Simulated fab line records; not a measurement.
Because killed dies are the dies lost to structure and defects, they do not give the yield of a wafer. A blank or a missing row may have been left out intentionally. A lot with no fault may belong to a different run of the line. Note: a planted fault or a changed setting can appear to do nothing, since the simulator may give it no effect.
Matching of chambers / flow nand harc / 4 sister chambers for NHARC_A_STAIRCASE_DESCUM_11 on rie diel-07
The step chemistry O2, time 3 s. 8 wafers are shown with their chamber, then 10 later ones without.

== WAFERS, EACH WITH ITS CHAMBER ==
wafer=L082.1; chamber=0; drypump motor current A (A)=5.3; showerhead plenum p Torr (Torr)=1.96
wafer=L086.2; chamber=2; drypump motor current A (A)=6.1; showerhead plenum p Torr (Torr)=1.87
wafer=L086.3; chamber=0; drypump motor current A (A)=5.3; showerhead plenum p Torr (Torr)=1.96
wafer=L089.2; chamber=1; drypump motor current A (A)=6.6; showerhead plenum p Torr (Torr)=1.90
wafer=L089.3; chamber=2; drypump motor current A (A)=6.2; showerhead plenum p Torr (Torr)=1.86
wafer=L089.5; chamber=3; drypump motor current A (A)=5.1; showerhead plenum p Torr (Torr)=1.92
wafer=L091.1; chamber=3; drypump motor current A (A)=5.1; showerhead plenum p Torr (Torr)=1.92
wafer=L091.3; chamber=1; drypump motor current A (A)=6.7; showerhead plenum p Torr (Torr)=1.90

== WAFERS WITHOUT THEIR CHAMBER ==
wafer=L091.4; drypump motor current A (A)=6.2; showerhead plenum p Torr (Torr)=1.86
wafer=L090.1; drypump motor current A (A)=5.1; showerhead plenum p Torr (Torr)=1.92
wafer=L090.4; drypump motor current A (A)=6.6; showerhead plenum p Torr (Torr)=1.89
wafer=L090.5; drypump motor current A (A)=5.3; showerhead plenum p Torr (Torr)=1.96
wafer=L095.3; drypump motor current A (A)=6.1; showerhead plenum p Torr (Torr)=1.86
wafer=L095.5; drypump motor current A (A)=6.6; showerhead plenum p Torr (Torr)=1.89
wafer=L095.6; drypump motor current A (A)=5.3; showerhead plenum p Torr (Torr)=1.95
wafer=L097.1; drypump motor current A (A)=6.7; showerhead plenum p Torr (Torr)=1.89
wafer=L097.2; drypump motor current A (A)=6.2; showerhead plenum p Torr (Torr)=1.86
wafer=L097.3; drypump motor current A (A)=5.1; showerhead plenum p Torr (Torr)=1.91

== THE CHAMBER EACH PASSED THROUGH ==
wafer=L091.4; from the rows above=2; in truth=2
wafer=L090.1; from the rows above=3; in truth=3
wafer=L090.4; from the rows above=1; in truth=1
wafer=L090.5; from the rows above=0; in truth=0
wafer=L095.3; from the rows above=2; in truth=2
wafer=L095.5; from the rows above=1; in truth=1
wafer=L095.6; from the rows above=0; in truth=0
wafer=L097.1; from the rows above=1; in truth=1
wafer=L097.2; from the rows above=2; in truth=2
wafer=L097.3; from the rows above=3; in truth=3
Placed correctly: 10 of 10. Can't be placed from these rows: 0. 0 placed wrongly.
How it was worked out, from the rows above alone: a wafer's distance from a chamber is the root of the sum, over the readings, of the square of ((its reading less the chamber's mean) divided by the reading's scatter). The wafer belongs to the nearest chamber; if the next one is less than 2 further off, it can't be placed. The mean given for a chamber averages the wafers shown for that chamber. The scatter: take each reading less its chamber's mean, square it, sum over the shown wafers, divide by the number of wafers less the number of chambers, and take the root.
